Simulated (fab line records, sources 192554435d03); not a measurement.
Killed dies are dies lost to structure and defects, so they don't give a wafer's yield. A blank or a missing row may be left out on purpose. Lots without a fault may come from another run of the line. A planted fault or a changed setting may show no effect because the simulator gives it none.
Which tool did it? | flow n5_finfet | 9 lots, 26 wafers sampled, at 5 steps of a route of 1938

WHAT THE GAUGES READ, wafer by wafer
N5_BEOL_M1_INSPECT_30: inspects for defects (brightfield). Usual: raw_defect_count 435, standard deviation 92.
lot  | measured     | on                | raw_defect_count | flag
L795 | day 6 03:40  | defect_inspect-01 | 290 319 357      |
L796 | day 6 08:01  | defect_inspect-01 | 402 411 536      |
L800 | day 7 10:03  | defect_inspect-02 | 444 487 460      |
L805 | day 8 14:23  | defect_inspect-02 | 548 457 592      |
L808 | day 9 12:39  | defect_inspect-01 | 710 416 589      |
L809 | day 9 16:49  | defect_inspect-01 | 440 383 577      |
L815 | day 11 07:53 | defect_inspect-02 | 437 410 343      |
L816 | day 11 14:19 | defect_inspect-02 | 437 485          |
L818 | day 12 02:47 | defect_inspect-02 | 404 364 413      |

N5_BEOL_M4_RC_MEAS_101. Usual: DIBL_N 36.5 mV/V, standard deviation 1.8; DIBL_P 36.5 mV/V, standard deviation 2.1; IOFF_N 0.17 nA/um, standard deviation 0.031; IOFF_P 0.22 nA/um, standard deviation 0.036; ION_N 677 uA/um, standard deviation 11; ION_P 463 uA/um, standard deviation 8; SS_N 71.6 mV/dec, standard deviation 0.61; SS_P 73.3 mV/dec, standard deviation 0.63; VT_N 249 mV, standard deviation 3.1; VT_P -250 mV, standard deviation 3.3.
lot  | measured     | on        | DIBL_N (mV/V)  | DIBL_P (mV/V)  | IOFF_N (nA/um) | IOFF_P (nA/um) | ION_N (uA/um) | ION_P (uA/um) | SS_N (mV/dec)  | SS_P (mV/dec)  | VT_N (mV)   | VT_P (mV)      | flag
L795 | day 7 22:33  | prober-02 | 33.8 35.2 33.9 | 32.6 34.7 32.7 | 0.12 0.15 0.13 | 0.15 0.20 0.16 | 655 672 659   | 446 457 447   | 71.0 71.0 70.7 | 72.9 73.3 71.9 | 253 248 253 | -257 -250 -255 |
L796 | day 8 08:12  | prober-01 | 37.0 34.9 37.0 | 37.2 34.1 35.9 | 0.18 0.14 0.17 | 0.21 0.16 0.19 | 689 662 683   | 466 451 453   | 71.7 70.4 71.9 | 73.5 72.6 73.4 | 244 251 248 | -254 -255 -254 |
L800 | day 9 10:14  | prober-01 | 38.5 34.7 36.1 | 38.5 34.7 35.5 | 0.21 0.14 0.15 | 0.26 0.20 0.20 | 694 681 679   | 476 468 469   | 72.0 71.0 71.7 | 73.7 72.8 73.1 | 242 250 250 | -245 -248 -249 |
L805 | day 10 20:40 | prober-01 | 36.4 38.2 37.4 | 35.0 36.7 35.6 | 0.18 0.20 0.20 | 0.20 0.22 0.21 | 679 675 672   | 454 452 452   | 71.9 72.8 71.6 | 72.7 73.5 73.1 | 246 248 246 | -252 -250 -252 |
L808 | day 11 07:36 | prober-02 | 38.1 38.4 34.5 | 37.8 38.9 34.7 | 0.17 0.19 0.12 | 0.20 0.23 0.16 | 675 684 672   | 452 464 462   | 72.2 72.9 71.4 | 73.4 74.0 73.6 | 251 248 252 | -251 -251 -255 |
L809 | day 11 12:56 | prober-01 | 35.1 37.4 35.0 | 35.0 38.1 35.1 | 0.14 0.18 0.14 | 0.20 0.25 0.21 | 675 676 684   | 470 462 471   | 71.0 71.0 71.4 | 72.8 73.8 72.9 | 250 248 249 | -250 -248 -249 |
L815 | day 13 18:14 | prober-01 | 35.3 34.3 34.7 | 37.2 35.6 36.1 | 0.15 0.13 0.14 | 0.20 0.18 0.19 | 679 677 675   | 467 464 465   | 70.5 71.4 71.3 | 73.8 73.4 73.8 | 250 251 250 | -252 -252 -250 |
L816 | day 13 21:04 | prober-02 | 33.1 36.2      | 32.2 36.9      | 0.11 0.17      | 0.17 0.22      | 649 664       | 458 463       | 70.5 72.0      | 72.9 72.4      | 253 251     | -252 -249      |
L818 | day 14 23:12 | prober-01 | 37.0 40.1 38.5 | 35.4 39.8 38.1 | 0.15 0.20 0.18 | 0.20 0.28 0.25 | 662 673 667   | 456 465 461   | 72.7 72.6 71.9 | 72.6 74.4 73.8 | 253 251 248 | -251 -245 -247 |

WHICH TOOL RAN EACH LOT (tool, then ch and the chambers of the sampled wafers, then the start)
lot  | N5_BEOL_M1_ETCH_77                 | N5_BEOL_M1_ETCH_69                 | N5_BEOL_M1_ALD_98
L795 | rie_diel-02 ch 1,2, day 6 03:44    | rie_diel-02 ch 1,2, day 6 03:44    | ald_sin-03 ch 2,3, day 6 04:01
L796 | rie_diel-06 ch 0,1,3, day 6 08:05  | rie_diel-06 ch 0,1,3, day 6 08:07  | ald_sin-03 ch 0,1,2, day 6 08:13
L800 | rie_diel-01 ch 1,2, day 7 10:07    | rie_diel-01 ch 1,2, day 7 10:08    | ald_sin-02 ch 0,1,3, day 7 10:56
L805 | rie_diel-01 ch 0,1,3, day 8 14:28  | rie_diel-01 ch 0,1,3, day 8 14:29  | ald_sin-02 ch 0,1,3, day 8 14:51
L808 | rie_diel-01 ch 0,3, day 9 12:43    | rie_diel-01 ch 0,3, day 9 12:44    | ald_sin-02 ch 2,3, day 9 12:49
L809 | rie_diel-01 ch 0,2,3, day 9 16:53  | rie_diel-01 ch 0,2,3, day 9 16:54  | ald_sin-02 ch 0,1,2, day 9 16:59
L815 | rie_diel-02 ch 1,2,3, day 11 07:58 | rie_diel-02 ch 1,2,3, day 11 07:58 | ald_sin-04 ch 0,2,3, day 11 08:04
L816 | rie_diel-06 ch 0,3, day 11 14:23   | rie_diel-06 ch 0,3, day 11 14:24   | ald_sin-03 ch 1,3, day 11 14:29
L818 | rie_diel-01 ch 1,3, day 12 02:52   | rie_diel-01 ch 1,3, day 12 02:53   | ald_sin-02 ch 0,3, day 12 02:58
- N5_BEOL_M1_ETCH_77: etches underlayer in N2/H2, target depth 6.5 nm, time 5.2 s.
- N5_BEOL_M1_ETCH_69: etches SiARC in CF4, target depth 15.6 nm, time 26 s.
- N5_BEOL_M1_ALD_98: deposits SiO2, target thk 2.5 nm, pulse time 1 s, co reactant pulse time 1 s.

WHAT THE TOOLS THEMSELVES READ (means of the sampled wafers that have a number; where no wafer has one, the mark that the record gives instead)
N5_BEOL_M1_ETCH_77. Usual: bias_w 150.0 W, standard deviation 0.42; chamber_pressure_mTorr 30.00 mTorr, standard deviation 0.039; drypump_motor_current_A 5.8 A, standard deviation 0.43; etch_rf_on_time_s 5.20 s, standard deviation 0.13; oes_product_au 0.65 a.u., standard deviation 0.068; rf_vpp_V 523.7 V, standard deviation 2.5; showerhead_plenum_p_Torr 2.54 Torr, standard deviation 0.076; throttle_valve_pct 17.83 %, standard deviation 0.21.
lot  | tool        | bias_w (W) | chamber_pressure_mTorr (mTorr) | drypump_motor_current_A (A) | etch_rf_on_time_s (s) | oes_product_au (a.u.) | rf_vpp_V (V) | showerhead_plenum_p_Torr (Torr) | throttle_valve_pct (%) | flag
L795 | rie_diel-02 | 149.7      | 29.97                          | 5.6                         | 5.20                  | 0.64                  | 524.3        | 2.58                            | 17.89                  |
L796 | rie_diel-06 | 149.9      | 29.97                          | 5.6                         | 5.12                  | 0.66                  | 524.1        | 2.53                            | 17.77                  |
L800 | rie_diel-01 | 150.4      | 30.03                          | 6.2                         | 5.26                  | 0.72                  | 522.9        | 2.50                            | 17.68                  |
L805 | rie_diel-01 | 149.9      | 30.02                          | 5.9                         | 5.22                  | 0.71                  | 523.8        | 2.56                            | 17.71                  |
L808 | rie_diel-01 | -          | -                              | -                           | -                     | -                     | -            | -                               | -                      | OFF
L809 | rie_diel-01 | -          | -                              | -                           | -                     | -                     | -            | -                               | -                      | OFF
L815 | rie_diel-02 | 149.9      | 30.01                          | 5.8                         | 5.34                  | 0.59                  | 521.0        | 2.51                            | 17.90                  |
L816 | rie_diel-06 | 150.1      | 30.03                          | 5.7                         | 5.00                  | 0.76                  | 525.2        | 2.52                            | 17.62                  |
L818 | rie_diel-01 | 150.2      | 30.00                          | 6.1                         | 5.26                  | 0.69                  | 526.1        | 2.58                            | 17.65                  |

N5_BEOL_M1_ETCH_69. Usual: bias_w 36.01 W, standard deviation 0.11; cf4_flow_sccm 100.0 sccm, standard deviation 0.31; drypump_motor_current_A 5.8 A, standard deviation 0.43; etch_rf_on_time_s 26.0 s, standard deviation 0.55; oes_product_au 0.66 a.u., standard deviation 0.067; rf_vpp_V 184.1 V, standard deviation 1; showerhead_plenum_p_Torr 2.14 Torr, standard deviation 0.063; throttle_valve_pct 15.60 %, standard deviation 0.24.
lot  | tool        | bias_w (W) | cf4_flow_sccm (sccm) | drypump_motor_current_A (A) | etch_rf_on_time_s (s) | oes_product_au (a.u.) | rf_vpp_V (V) | showerhead_plenum_p_Torr (Torr) | throttle_valve_pct (%) | flag
L795 | rie_diel-02 | 35.97      | 99.5                 | 5.6                         | 26.0                  | 0.65                  | 183.8        | 2.16                            | 15.56                  |
L796 | rie_diel-06 | 36.00      | 100.2                | 5.7                         | 25.6                  | 0.66                  | 184.5        | 2.13                            | 15.52                  |
L800 | rie_diel-01 | 36.12      | 99.9                 | 6.1                         | 26.1                  | 0.72                  | 183.7        | 2.12                            | 15.42                  |
L805 | rie_diel-01 | 36.07      | 100.2                | 5.9                         | 26.2                  | 0.71                  | 184.7        | 2.18                            | 15.60                  |
L808 | rie_diel-01 | 36.05      | 99.9                 | 5.5                         | 25.8                  | 0.69                  | 185.2        | 2.19                            | 15.75                  |
L809 | rie_diel-01 | 35.94      | 100.0                | 5.6                         | 25.6                  | 0.67                  | 185.0        | 2.18                            | 15.62                  |
L815 | rie_diel-02 | 35.97      | 100.1                | 5.8                         | 26.5                  | 0.59                  | 183.9        | 2.11                            | 15.63                  |
L816 | rie_diel-06 | 35.98      | 100.0                | 5.7                         | 25.4                  | 0.76                  | 183.8        | 2.13                            | 15.35                  |
L818 | rie_diel-01 | 36.16      | 100.2                | 6.1                         | 26.3                  | 0.69                  | 184.7        | 2.19                            | 15.55                  |

N5_BEOL_M1_ALD_98. Usual: heater_power_w 81 W, standard deviation 9; precursor_pulse_height_rel 1.000, standard deviation 0.019.
lot  | tool       | heater_power_w (W) | precursor_pulse_height_rel | flag
L795 | ald_sin-03 | 81                 | 0.999                      |
L796 | ald_sin-03 | 82                 | 1.013                      |
L800 | ald_sin-02 | 77                 | 0.997                      |
L805 | ald_sin-02 | 76                 | 1.012                      |
L808 | ald_sin-02 | 82                 | 1.011                      |
L809 | ald_sin-02 | 73                 | 0.988                      |
L815 | ald_sin-04 | 85                 | 1.010                      |
L816 | ald_sin-03 | 86                 | 1.006                      |
L818 | ald_sin-02 | 82                 | 0.996                      |

THE ANSWER, worked out from the rows above alone
Rule: a lot is off if the mean of its wafers that have a number lies more than 3 standard deviations from the usual mean. A lot without any number at a reading at which 4 lots or more have one is off too. The other lots that the step has rows for count as sound. The gauges are gone through in route order, then the tools' own readings, and for those a lot's mean is taken as printed above. The first step at which some lot is off is used, and at that step the reading that is off furthest; a lot without a number counts as furthest.
Off: L808, L809, at N5_BEOL_M1_ETCH_77 (bias_w). Without a number there: L808, L809.
A tool fits if, at that step or a process step before it, it ran every lot that is off, and no sound lot after the first of them. None of those tried fits.

WHAT THE SIMULATOR HAD PUT IN
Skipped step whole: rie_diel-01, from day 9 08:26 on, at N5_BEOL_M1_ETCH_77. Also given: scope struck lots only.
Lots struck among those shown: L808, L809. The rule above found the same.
